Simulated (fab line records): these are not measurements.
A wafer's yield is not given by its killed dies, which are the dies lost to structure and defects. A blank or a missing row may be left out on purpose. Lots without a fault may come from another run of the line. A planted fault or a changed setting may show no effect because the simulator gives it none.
Code-filled problem report in 8D (eight disciplines) form / flow n5-finfet / the parts of the form that need people (team, actions taken, sign-off) are left out
Where a reading is given only as a bound, like >300, the bound stands for it, and a mean or a difference that rests on one is marked > or <: the true number lies beyond.

1. PROBLEM STATEMENT
At N5_WELL_APT_INSPECT_38, raw-defect-count averages 1452 over 6 wafers from 2 lots, while fault-free wafers read 12, standard deviation 5.2. So: +99 or more standard deviations from the usual mean.
The step: inspects for defects (darkfield).
First observed at day 4 23:23: wafer L991.2, on defect-inspect-02. The record holds 12 wafers of 4 lots with a number at this step. The rule behind "out" and "out of limits": a value lying over 4 standard deviations away from the usual mean. The other wafers with a number count as sound.

2. WHAT IT IS, AND WHAT IT ISN'T
question=which readings at this step | is=raw-defect-count | is not=-
question=which lots | is=L991, L992 | is not=L980, L995
question=which wafers of those lots | is=all that have a number | is not=-
question=read on which gauges | is=defect-inspect-01, defect-inspect-02 | is not=-
question=when | is=from day 4 23:23 | is not=up to then (3 sound wafers); but 3 sound wafers of L995 came after

3. THE SUSPECTS, EACH WITH WHAT RULES IT OUT
Counting: a tool at a process step up to the reading stays a suspect if it ran every lot that is out and no sound lot after the first of them.
- the gauge at N5_WELL_APT_INSPECT_38: ruled out. The wafers that are out were read on 2 gauges (defect-inspect-01, defect-inspect-02).
- wet-bench-03 at N5_WELL_APT_PRECLEAN_39 (cleans in dHF, time 60 s): kept. It processed each lot that is out, first L991 at day 4 22:41, and no sound lot thereafter; up to then, the last sound lot it processed was L980 at day 2 04:07.
After counting, what remains is wet-bench-03 at N5_WELL_APT_PRECLEAN_39.

4. THE CAUSE (what the simulator had put in)
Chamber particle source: wet-bench-03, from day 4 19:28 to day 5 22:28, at N5_WELL_APT_PRECLEAN_39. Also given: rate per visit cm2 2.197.
Only this tool survived the counting.

5. SEQUENCE OF EFFECTS, ordered by route
Rows list readings where the struck wafers' mean (over those with a number) sits beyond 3 standard deviations from the usual. Readings are gone through only where the record gives a usual standard deviation; hours: the median, over the lots, of the time from a lot's start at the first step in this table giving one to that lot's start at this step; sigmas: the change measured in usual standard deviations.
hours=0; step=N5_WELL_APT_INSPECT_38; reading=raw-defect-count; usual=12; on struck wafers=1452; change=+1440; sigmas=+99 or more
hours=0; step=N5_PMOS_HMC_CHANNEL_EPI_INSPECT_11; reading=raw-defect-count; usual=1.6; on struck wafers=>300; change=>+298; sigmas=+99 or more
hours=290; step=N5_PASSIVATION_PROBE_49; reading=defect-limited-yield; usual=91.5 %; on struck wafers=80.9; change=-10.6; sigmas=-7.0
hours=290; step=N5_PASSIVATION_PROBE_49; reading=killed-at-front-end; usual=38; on struck wafers=168; change=+130; sigmas=+13
hours=290; step=N5_PASSIVATION_PROBE_49; reading=killed-dies; usual=101; on struck wafers=225; change=+124; sigmas=+6.9
hours=290; step=N5_PASSIVATION_PROBE_49; reading=killed-on-rim; usual=13; on struck wafers=25; change=+12; sigmas=+3.1
hours=290; step=N5_PASSIVATION_PROBE_49; reading=sort_bin_5_function; usual=5.0 %; on struck wafers=11.2; change=+6.2; sigmas=+6.2
hours=290; step=N5_PASSIVATION_PROBE_49; reading=sort-n-pass; usual=1079; on struck wafers=955; change=-124; sigmas=-6.9
hours=290; step=N5_PASSIVATION_PROBE_49; reading=sort-yield-pct; usual=91.5 %; on struck wafers=80.9; change=-10.6; sigmas=-7.0
The process steps in it:
- N5_PASSIVATION_PROBE_49
Later measuring or inspecting steps at which every struck wafer that the step has a row for has a number for every such reading, and none has moved that far: N5_BEOL_M4_RC_MEAS_101.

6. WHAT WOULD HAVE CAUGHT IT SOONER
Counted from the fault's start at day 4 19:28, it took 4 hours until the first out-of-limits reading at a measuring or inspecting step in this record, taken at day 4 23:23.
L992, from the lots that are out (2), started N5_WELL_APT_PRECLEAN_39 on wet-bench-03 later than day 4 23:23. It would have been spared by a hold on the tool at that moment.
